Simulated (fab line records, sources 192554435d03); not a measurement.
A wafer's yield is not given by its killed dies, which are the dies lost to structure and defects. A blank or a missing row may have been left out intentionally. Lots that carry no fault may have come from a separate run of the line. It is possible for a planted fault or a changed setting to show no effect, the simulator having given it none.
Struck lot and sound lot, side by side :: flow n5-finfet :: 36 out of 1938 route steps
Sound: these wafers, L136.2, L136.4, L136.5. Wafers L132.2, L132.5, L132.6 were the ones struck. At the end, the cause is stated.
Per side, at each step with rows, come the tool, then ch with its chambers, and then its first start. Under that, the readings that differ: sound wafers :: struck wafers :: difference of the means :: sigmas: that difference in standard deviations of wafers without a fault.
alike: words and numbers the same on both sides, and readings whose means are apart by under 2 such deviations; not compared: readings that were withheld, readings missing a value for some wafer, numbers with overlapping values and no deviation given by the record, and bounds like >300 which may hide the same value.
The two part at a step that has a row with sigmas, a row that says differs or no value, or rows on one side only. Non-overlapping numbers with no deviation appear without sigmas and do not part them. Lack of a reading on every wafer of one side parts them only where that side has two or more wafers.

first, 9 steps without rows for these wafers: N5_BEOL_M4_ANNEAL_95 (time 240 s); N5_BEOL_M4_SPUTTER_96 (material Cu, target thk 4.5 nm, time 8.29 s); N5_BEOL_M4_ECD_50 (material Cu, target thk 300 nm); N5_BEOL_M4_ANNEAL_51 (time 90 s); N5_BEOL_M4_CMP_52 (polishes, stops on SiOC, t overpolish 6.8 s, target thk 40 nm); N5_BEOL_M4_PRE_CLEAN_60 (time 15 s); N5_BEOL_M4_CO_CAP_55 (material Co, precursor CCTBA/H2, target thk 2 nm, time 102.1 s); N5_BEOL_M4_PRE_CLEAN_56 (time 15 s); N5_BEOL_M4_DEP_57 (deposits SiCN from 3MS/NH3, target thk 8 nm, time 14 s).
N5_BEOL_M4_RC_MEAS_101:
  sound on prober-01 ch 0, day 10 20:57; struck on prober-01 ch 0, day 10 13:51
  alike: DIBL_N, DIBL_P, IOFF_N, IOFF_P, ION_N, ION_P, SS_N, SS_P, VT_N, VT_P
then, 24 steps without rows for these wafers: N5_BEOL_M5_ILD_DEP_00 (deposits SiCOH lowk from DEMS/porogen, target thk 140.64 nm, time 25.9 s); N5_BEOL_M5_CURE_79 (cures SiCOH lowk, time 240 s); N5_BEOL_M5_PECVD_70 (deposits SiO2 from TEOS/O2, target thk 16 nm, time 18 s); N5_BEOL_M5_HM_DEP_02 (deposits TiN, target thk 20 nm); N5_BEOL_M5_COAT_59 (time 60 s, resist thk 60 nm); N5_BEOL_M5_COAT_60 (time 60 s, resist thk 12 nm); N5_BEOL_M5_COAT_71 (time 60 s, resist thk 5 nm); N5_BEOL_M5_COAT_05 (resist thk 30 nm); N5_BEOL_M5_EBR_07; N5_BEOL_M5_SOFTBAKE_06 (time 60 s); N5_BEOL_M5_EXPOSE_08 (exposes mask M5, target cd 28 nm); N5_BEOL_M5_PEB_09 (peb time 60 s); N5_BEOL_M5_DEVELOP_10 (develop time 30 s); N5_BEOL_M5_DESCUM_16 (chemistry O2, time 7 s); N5_BEOL_M5_ETCH_72 (etches underlayer in N2/H2, target depth 6.5 nm, time 5.2 s); N5_BEOL_M5_ETCH_61 (etches SiARC in CF4, target depth 15.6 nm, time 26 s); N5_BEOL_M5_ETCH_62 (etches SOC in N2/H2, target depth 75 nm, overetch 15 nm, time 112.5 s); N5_BEOL_M5_STRIP_63 (strips in N2/H2); N5_BEOL_M5_STRIP_73 (strips in N2/H2); N5_BEOL_M5_STRIP_64 (strips in CF4); N5_BEOL_M5_HM_OPEN_17 (chemistry Cl2/BCl3, target TiN, target depth 20 nm, overetch 6 nm); N5_BEOL_M5_STRIP_19 (strips in O2); N5_BEOL_M5_COAT_65 (time 60 s, resist thk 60 nm); N5_BEOL_M5_COAT_66 (time 60 s, resist thk 12 nm).
N5_BEOL_M9_VIA_ETCH_34: etches SiCOH lowk in C4F6/O2, target depth 182.4 nm, time 68.4 s.
  sound on rie-diel-06 ch 1,2, day 12 15:37; struck on rie-diel-06 ch 2,3, day 12 12:16
  no value came back on the struck wafers for any of 8 readings (C4F6_flow_sccm (sccm), O2_flow_sccm (sccm) and others); on the sound wafers C4F6_flow_sccm (sccm) reads 10.02 10.03 10.02
reading: model.SOC_of_BEOL_M9_COAT_63.thk-nm (nm)
sound: 51.6 51 51.6
struck: 60.2 59.8 59.6
difference: +8.5
sigmas: 

reading: model.SiARC_of_BEOL_M9_COAT_64.thk-nm (nm)
sound: 0 0 0
struck: 6.8 6.2 6.6
difference: +6.5
sigmas: 
  not compared: rf-hours-counter-h
-- record jumps: 3 days separate the struck wafers' starts on either side; left off in module BEOL_M9, taken up again in module PASSIVATION, whose first shown step is the route's number 1936 --
N5_PASSIVATION_PROBE_49:
  rows exist in the record for the struck wafers here (prober-02, day 15 01:05), but not for the sound ones

== WHERE THEY PART ==
First at N5_BEOL_M9_VIA_ETCH_34; last, within this record, at N5_PASSIVATION_PROBE_49.

WHY: what the simulator had put in
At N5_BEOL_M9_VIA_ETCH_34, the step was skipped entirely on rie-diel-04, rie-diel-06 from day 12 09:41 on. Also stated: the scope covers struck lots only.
